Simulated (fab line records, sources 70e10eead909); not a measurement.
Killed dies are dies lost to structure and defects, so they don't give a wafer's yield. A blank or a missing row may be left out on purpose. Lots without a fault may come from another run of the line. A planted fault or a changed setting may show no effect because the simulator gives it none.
Which tool did it? | flow nand_harc | 12 lots, 36 wafers sampled, at 2 steps of a route of 1302

WHAT THE GAUGES READ, wafer by wafer
NHARC_A_CHANNEL_FILL_D2_INSPECT_13.
lot  | measured     | on                | raw_defect_count
L075 | day 15 16:47 | defect_inspect-01 | 271 228 204
L077 | day 17 04:05 | defect_inspect-01 | 231 176 250
L079 | day 17 15:06 | defect_inspect-02 | 223 272 389
L081 | day 18 06:42 | defect_inspect-02 | 300 449 308
L082 | day 19 16:04 | defect_inspect-01 | 361 459 422
L084 | day 20 05:22 | defect_inspect-02 | 425 589 406
L087 | day 21 00:18 | defect_inspect-02 | 365 441 483
L090 | day 22 02:33 | defect_inspect-01 | 412 254 254
L092 | day 22 15:53 | defect_inspect-02 | 235 184 197
L093 | day 23 00:35 | defect_inspect-01 | 217 398 340
L095 | day 24 16:08 | defect_inspect-01 | 717 283 362
L097 | day 25 02:01 | defect_inspect-02 | 223 355 381

WHICH TOOL RAN EACH LOT (tool, then ch and the chambers of the sampled wafers, then the start)
lot  | NHARC_A_CHANNEL_FILL_D2_CMP_10
L075 | cmp-02 ch 1,2,3, day 15 16:13
L077 | cmp-04 ch 1,2,3, day 16 16:51
L079 | cmp-02 ch 0,1,2, day 17 14:29
L081 | cmp-04 ch 0,1,3, day 18 06:05
L082 | cmp-01 ch 1,2,3, day 19 15:29
L084 | cmp-04 ch 1,2, day 20 04:47
L087 | cmp-01 ch 0,3, day 20 23:41
L090 | cmp-04 ch 2,3, day 22 01:56
L092 | cmp-01 ch 1,2, day 22 15:16
L093 | cmp-02 ch 0,1, day 22 23:58
L095 | cmp-04 ch 1,3, day 24 15:31
L097 | cmp-01 ch 1,2,3, day 25 01:21
- NHARC_A_CHANNEL_FILL_D2_CMP_10: polishes, target thk 150 nm.

THE ANSWER, worked out from the rows above alone
Rule: what is usual is taken from the lots themselves. Put in order of their means at a reading, lots are off if they are a third of the lots or fewer, leave a main group of 4 or more, and stand apart from it by a gap of 3 or more times the standard deviation of the main group's means; of several such gaps the widest counts. A main group whose means are all the same, to the digits that the tables above print for the reading, isn't used. A lot without any number at a reading at which 4 lots or more have one is off too. The other lots that the step has rows for count as sound.
No lot is off at any reading shown: from this, nothing can be told.

WHAT THE SIMULATOR HAD PUT IN
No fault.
